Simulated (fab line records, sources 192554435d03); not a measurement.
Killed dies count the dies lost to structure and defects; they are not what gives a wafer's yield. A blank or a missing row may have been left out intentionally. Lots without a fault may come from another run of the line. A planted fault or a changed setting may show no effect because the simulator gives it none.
Lot-split experiment    flow n5-finfet    7 lots, 21 wafers read, on a route of 1938 steps

THE SPLIT ITSELF
At N5_FIN_CUT_CUT_ETCH_15 (etches Si in HBr/Cl2/O2, target depth 100 nm, bt time 10 s, time 42.4 s), the setting time-s was moved away from the recipe's 42.4 s on 8 of the 21 wafers read, by -20.7% to +18.5%. All remaining wafers had this setting at the recipe value.

The reading comes from the split's own step.

THE READING
SOC_of_FIN_CUT_COAT_18.thk-nm (the simulator's own value, which no gauge read), in nm, at N5_FIN_CUT_CUT_ETCH_15 (etches Si in HBr/Cl2/O2, target depth 100 nm, bt time 10 s, time 42.4 s). There is no usual value for it anywhere in the file. Here, 13 wafers ran the recipe; their average is 170.5 nm with a standard deviation of 1 nm.

wafer   tool, chamber at the split  time-s as run, s  against the recipe  SOC_of_FIN_CUT_COAT_18.thk-nm, nm  against lot-mates on the recipe
L077.1  rie-si-05, 3                33.64             -20.7%              177.2                              +6.6
L077.2  rie-si-05, 1                42.4              recipe              169.8                              -
L077.4  rie-si-05, 2                42.4              recipe              171.4                              -
L078.2  rie-si-04, 1                45.08             +6.3%               167.8                              no lot-mate on the recipe
L078.4  rie-si-04, 0                45.08             +6.3%               169.4                              no lot-mate on the recipe
L078.5  rie-si-04, 3                45.08             +6.3%               167.2                              no lot-mate on the recipe
L080.1  rie-si-05, 2                42.4              recipe              169.6                              -
L080.2  rie-si-05, 0                42.4              recipe              170.8                              -
L080.5  rie-si-05, 0                50.26             +18.5%              163.8                              -6.4
L090.2  rie-si-01, 2                42.4              recipe              169.8                              -
L090.3  rie-si-01, 1                39.93             -5.8%               172.6                              +2.3
L090.5  rie-si-01, 0                42.4              recipe              170.8                              -
L092.3  rie-si-05, 0                42.4              recipe              172.2                              -
L092.4  rie-si-05, 1                42.4              recipe              171                                -
L092.6  rie-si-05, 0                42.4              recipe              172.6                              -
L096.3  rie-si-04, 2                42.4              recipe              169                                -
L096.4  rie-si-04, 1                42.4              recipe              170.6                              -
L096.6  rie-si-04, 3                42.4              recipe              169.8                              -
L097.1  rie-si-05, 2                42.4              recipe              169.6                              -
L097.2  rie-si-05, 3                36.74             -13.3%              173                                +3.4
L097.5  rie-si-05, 2                36.74             -13.3%              175.4                              +5.8

FIT RESULTS
A straight line over all 21 wafers: SOC_of_FIN_CUT_COAT_18.thk-nm changes by -0.328 nm for each +1% of time-s; r = -0.93; the points scatter about the line by 1 nm.
The same after taking each lot's own level away (the mean of its wafers on the recipe; 18 wafers): -0.337 nm for each +1%; r = -0.97; scatter 0.72 nm.
The reading moves by 7 nm for the largest change in time-s, on that fit.
Across the lots, their own levels run from 169.60 to 171.93 nm, a range of 2.3 times the standard deviation given above.
So the lot-to-lot level changes the slope little: the two slopes agree.
Check: for one of the wafers moved furthest among these (-20.7%), held out of the fit, the line's prediction against its lot-mates is +7.18 nm. It came out at +6.6 nm against them.

FURTHER SPLITS ON THESE WAFERS
Other splits were also applied to these wafers ahead of the reading. Each is held against what the fit with the lots' levels taken away leaves over:
other split on the same wafers  wafers away from the commonest value  r with SOC_of_FIN_CUT_COAT_18.thk-nm (lot level and that fit taken away)
N5_FIN_SAQP_PECVD_06 time-s     7                                     +0.10
N5_FIN_SAQP_HM_DEP_72 time-s    8                                     -0.38

THE WHOLE CHAIN: every reading that the file lists as answering this split, in the file's order
step                    what it does                                                             reading                                                                         change (the file's fit)                r (the file's)
N5_FIN_CUT_CUT_ETCH_15  etches Si in HBr/Cl2/O2, target depth 100 nm, bt time 10 s, time 42.4 s  FIN_CUT.feature-depth-nm (the simulator's own value, which no gauge read)       +0.865 nm for each +1% of the setting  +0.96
N5_FIN_CUT_CUT_ETCH_15  etches Si in HBr/Cl2/O2, target depth 100 nm, bt time 10 s, time 42.4 s  etch.depth-nm (the simulator's own value, which no gauge read)                  +0.866 nm for each +1% of the setting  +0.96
N5_FIN_CUT_CUT_ETCH_15  etches Si in HBr/Cl2/O2, target depth 100 nm, bt time 10 s, time 42.4 s  SOC_of_FIN_CUT_COAT_18.thk-nm (the simulator's own value, which no gauge read)  -0.336 nm for each +1% of the setting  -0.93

FILE'S OWN FIT
SOC_of_FIN_CUT_COAT_18.thk-nm changes by -0.336 nm for each +1% of time-s, r = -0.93.
